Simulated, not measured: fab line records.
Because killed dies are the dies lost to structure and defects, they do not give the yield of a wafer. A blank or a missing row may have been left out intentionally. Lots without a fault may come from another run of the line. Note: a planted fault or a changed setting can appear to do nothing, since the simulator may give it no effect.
A lot that was struck, set against a sound lot    flow n5Finfet    15 out of 1938 route steps
Sound: wafers L338.2, L338.3, L338.6. Struck: wafers L347.1, L347.6 (left out: L347.4, a lot-mate that was not struck); the cause follows at the end.
For every step that has rows: the tool of each side, followed by ch and its chambers, followed by its first start. Under that, the readings that differ: sound wafers    struck wafers    difference of the means    sigmas: that difference in standard deviations of wafers without a fault.
alike: words and numbers the same on both sides, and readings whose means are apart by under 2 such deviations; not compared: readings that were withheld, readings missing a value for some wafer, numbers with overlapping values and no deviation given by the record, and bounds like >300 which may hide the same value.
A row with sigmas, a row that says differs or no value, or rows on one side alone: a step with any of these is where the two part. When numbers do not overlap yet have no deviation, they are printed without sigmas and do not part them. A reading that every wafer of one side lacks parts them only if that side has two wafers or more.

N5_BEOL_M6_TRENCH_ETCH_37: etches SiCOH lowk in C4F6/O2, target depth 94.435 nm, time 31.5 s.
  sound on rieDiel-03 ch 0,1,3; struck on rieDiel-01 ch 2,3
  alike: drypumpMotorCurrentA, oesProductAu, rfVppV, showerheadPlenumPTorr, throttleValvePct
  not compared: rfHoursCounterH
then, 1 step without rows for these wafers: N5_BEOL_M6_ETCH_41 (etches SiCN in CH3F/O2, target depth 29.7 nm, time 52 s).
N5_BEOL_M6_STRIP_80: strips in N2/H2, time 10 s.
  sound on rieDiel-03 ch 0,1,3; struck on rieDiel-01 ch 2,3
  alike: drypumpMotorCurrentA, oesProductAu, rfVppV, showerheadPlenumPTorr, throttleValvePct
  not compared: rfHoursCounterH
N5_BEOL_M6_OCD_MEAS_38:
  sound on ocd-02 at day 10 06:53; struck on ocd-01 at day 12 18:27
  alike: trenchDepthNm
then, 4 steps without rows for these wafers: N5_BEOL_M6_HM_STRIP_39 (strips TiN in peroxide tin strip, target depth 25 nm, time 158 s); N5_BEOL_M6_SRD_40 (time 30 s); N5_BEOL_M6_PRECLEAN_42 (cleans in residue remover, time 60 s); N5_BEOL_M6_SRD_43 (time 30 s).
N5_BEOL_M6_CD_MEAS_35: target cd 40 nm, target cd y 28 nm.
  sound on cdSem-03 at day 10 07:05; struck on cdSem-01 at day 12 18:36
  alike: cdNm
then, 1 step without rows for these wafers: N5_BEOL_M6_CURE_75 (cures SiCOH lowk, time 120 s).
N5_BEOL_M6_DEGAS_44: time 60 s.
  sound on pvdSputter-02 at day 10 09:27; struck on pvdSputter-03 at day 12 19:08
  alike: heaterPowerW
N5_BEOL_M6_PRE_CLEAN_45: time 30 s.
  sound on pvdSputter-02 at day 10 09:29; struck on pvdSputter-03 at day 12 19:10
  alike: heaterPowerW
N5_BEOL_M6_ALD_77: deposits TaN, target thk 2 nm, pulse time 2 s, purge time 3 s.
  sound on aldMetal-02 ch 1,3, day 10 09:33; struck on aldMetal-01 ch 0,1, day 12 19:14
reading                                 sound     struck   difference  sigmas
aldCycles                               40 40 40  52 52    +12         
model.TaN_of_BEOL_M6_ALD_77.thkNm (nm)  2 2 2     2.6 2.6  +0.6        
  alike: heaterPowerW
N5_BEOL_M6_SURFACE_TREAT_79:
  sound on pvdSputter-01 at day 10 09:52; struck on pvdSputter-02 at day 12 19:44
  not compared: throttleValvePct
-- a jump in the record: the struck wafers' starts before and after are 3 days apart (it breaks off in module BEOL_M6 and resumes in module PASSIVATION, where the first step shown is number 1936 of the route) --
N5_PASSIVATION_PROBE_49:
  sound on prober-01 at day 14 12:07; struck on prober-01 at day 16 07:25
  alike: defectLimitedYield, killed_at_M0_to_M3, killed_at_M4_up, killedAtContacts, killedAtFrontEnd, killedAtOther, killedDies, killedOpen, killedShort, sort_bin_5_function, sort_bin_6_memory, sortNPass, sortYieldPct

== WHERE THEY PART ==
Nowhere in this record.

WHY: the cause the simulator had injected
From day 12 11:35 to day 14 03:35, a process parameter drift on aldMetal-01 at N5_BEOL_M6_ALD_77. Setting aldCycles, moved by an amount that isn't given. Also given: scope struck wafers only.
